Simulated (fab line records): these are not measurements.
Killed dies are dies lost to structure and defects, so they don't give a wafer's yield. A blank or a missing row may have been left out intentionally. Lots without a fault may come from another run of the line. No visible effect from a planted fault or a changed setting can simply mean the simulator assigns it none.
Split-lot trial -- flow n5Finfet -- 7 lots, 21 wafers read, on a route of 1938 steps

== THE SPLIT ITSELF ==
At N5_MOL_CONTACT_COAG_COAT_76 (time 60 s, resist thk 10 nm), the setting spinRpm was moved away from the recipe's 1500 rpm on 4 of the 21 wafers read, by -7.5% to +7.9%. For the rest of the wafers, this setting stayed at what the recipe calls for.

== FROM THE SPLIT TO THE READING: what the file shows between them, 4 steps ==
- N5_MOL_CONTACT_COAG_COAT_77: time 60 s, resist thk 10 nm
- N5_MOL_CONTACT_COAG_COAT_78: resist thk 40 nm
- N5_MOL_CONTACT_COAG_DESCUM_88: chemistry O2, time 7 s
- N5_MOL_CONTACT_COAG_ETCH_89: etches underlayer in N2/H2, target depth 13 nm, time 10.4 s

== THE READING ==
etch.depthNm (the simulator's own value, which no gauge read), in nm, at N5_MOL_CONTACT_COAG_ETCH_90 (etches SiARC in CF4, target depth 13 nm, time 21.7 s). The file gives no usual value for it. Here, 17 wafers ran the recipe; their average is 10.018 nm with a standard deviation of 0.036 nm.

wafer,"tool, chamber at the split","spinRpm as run, rpm",against the recipe,"etch.depthNm, nm",against lot-mates on the recipe
L078.1,"lithoTrack-05, 0",1556,+3.7%,9.826,-0.168
L078.2,"lithoTrack-05, 0",1500,recipe,9.977,-
L078.3,"lithoTrack-05, 0",1500,recipe,10.01,-
L079.1,"lithoTrack-05, 0",1619,+7.9%,9.599,-0.389
L079.3,"lithoTrack-05, 0",1500,recipe,9.984,-
L079.4,"lithoTrack-05, 0",1500,recipe,9.992,-
L081.2,"lithoTrack-01, 0",1500,recipe,10.05,-
L081.5,"lithoTrack-01, 0",1388,-7.5%,10.43,+0.400
L081.6,"lithoTrack-01, 0",1500,recipe,10.01,-
L085.2,"lithoTrack-01, 0",1500,recipe,10.01,-
L085.4,"lithoTrack-01, 0",1500,recipe,10,-
L085.6,"lithoTrack-01, 0",1500,recipe,9.997,-
L087.1,"lithoTrack-01, 0",1500,recipe,10.08,-
L087.2,"lithoTrack-01, 0",1500,recipe,10.08,-
L087.4,"lithoTrack-01, 0",1500,recipe,10.04,-
L091.1,"lithoTrack-03, 0",1500,recipe,10.07,-
L091.2,"lithoTrack-03, 0",1604,+6.9%,9.765,-0.300
L091.4,"lithoTrack-03, 0",1500,recipe,10.06,-
L097.1,"lithoTrack-05, 0",1500,recipe,9.985,-
L097.2,"lithoTrack-05, 0",1500,recipe,9.997,-
L097.4,"lithoTrack-05, 0",1500,recipe,9.968,-

FIT RESULTS
A straight line over all 21 wafers: etch.depthNm changes by -0.0494 nm for each +1% of spinRpm; r = -0.96; the points scatter about the line by 0.041 nm.
The same after taking each lot's own level away (the mean of its wafers on the recipe; 21 wafers): -0.0488 nm for each +1%; r = -0.99; scatter 0.017 nm.
That fit puts the effect of the largest move of spinRpm on the reading at 0.39 nm.
From 9.9833 to 10.0667 nm: that is the span of the lots' own levels, equal to 2.3 times the standard deviation above.
The two slopes are in agreement: the lot-to-lot level therefore moves the slope only a little.
Check: -0.38 nm against its lot-mates is what the line predicts for one of the wafers moved furthest among these (+7.9%) when that wafer is left out of the fit. It came out at -0.389 nm against them.

== OTHER SPLITS APPLIED TO THESE WAFERS ==
Other splits were also applied to these wafers ahead of the reading. Each is held against what the fit with the lots' levels taken away leaves over:
other split on the same wafers,wafers away from the commonest value,r with etch.depthNm (lot level and that fit taken away)
N5_SD_EPI_N_EPI_21 epiGrowthTimeS,6,-0.60
N5_SDB_COAT_05 spinRpm,9,+0.02
N5_SDB_ETCH_18 timeS,8,-0.14
N5_SDB_ETCH_25 timeS,7,+0.07
N5_GATE_CUT_ALD_22 aldCycles,6,-0.15
N5_MOL_CONTACT_COAG_PECVD_31 tempC,5,+0.28

== THE WHOLE CHAIN: every reading that the file lists as answering this split, in the file's order ==
step,what it does,reading,change (the file's fit),r (the file's)
N5_MOL_CONTACT_COAG_COAT_76,"time 60 s, resist thk 10 nm","SiARC_of_MOL_CONTACT_COAG_COAT_76.thkNm (the simulator's own value, which no gauge read)",-0.0459 nm for each +1% of the setting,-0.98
N5_MOL_CONTACT_COAG_ETCH_90,"etches SiARC in CF4, target depth 13 nm, time 21.7 s","etch.depthNm (the simulator's own value, which no gauge read)",-0.0486 nm for each +1% of the setting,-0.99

== FILE'S OWN FIT ==
etch.depthNm changes by -0.0486 nm for each +1% of spinRpm, r = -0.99.
